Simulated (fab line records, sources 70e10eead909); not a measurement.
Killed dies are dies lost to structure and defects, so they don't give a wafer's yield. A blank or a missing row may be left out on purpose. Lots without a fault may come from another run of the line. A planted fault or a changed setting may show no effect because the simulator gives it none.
Chamber matching | flow nand_harc | NHARC_P_BONDPAD_DEP_00 on pecvd-01: 3 sister chambers
The step deposits SiCN, target thk 250 nm. 3 wafers are shown with their chamber, then 8 later ones without.

WAFERS WITH THEIR CHAMBER
wafer  | chamber | heater_power_w (W)
L086.6 | 1       | 517
L089.6 | 0       | 604
L094.3 | 2       | 552

WAFERS WITHOUT THEIR CHAMBER
wafer  | heater_power_w (W)
L094.5 | 683
L094.6 | 573
L095.1 | 638
L095.2 | 626
L095.6 | 665
L097.3 | 380
L097.4 | 740
L097.6 | 583

WHICH CHAMBER EACH WENT THROUGH
wafer  | from the rows above          | in truth
L094.5 | can't be placed: 0 or 2 or 1 | 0
L094.6 | can't be placed: 2 or 0 or 1 | 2
L095.1 | can't be placed: 0 or 2 or 1 | 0
L095.2 | can't be placed: 0 or 2 or 1 | 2
L095.6 | can't be placed: 0 or 2 or 1 | 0
L097.3 | can't be placed: 1 or 2 or 0 | 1
L097.4 | can't be placed: 0 or 2 or 1 | 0
L097.6 | can't be placed: 0 or 2 or 1 | 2
Placed correctly: 0 of 8. Can't be placed from these rows: 8 (the true chamber is among the candidates in 8). Placed wrongly: 0.
How it was worked out, from the rows above alone: a wafer's distance from a chamber is the root of the sum, over the readings, of the square of ((its reading less the chamber's mean) divided by the reading's scatter). The wafer belongs to the nearest chamber; if the next one is less than 2 further off, it can't be placed. A chamber's mean is the mean of its shown wafers. The scatter: with one shown wafer a chamber, the root of the mean of the squares of how far each hidden wafer lies from its nearest shown one.
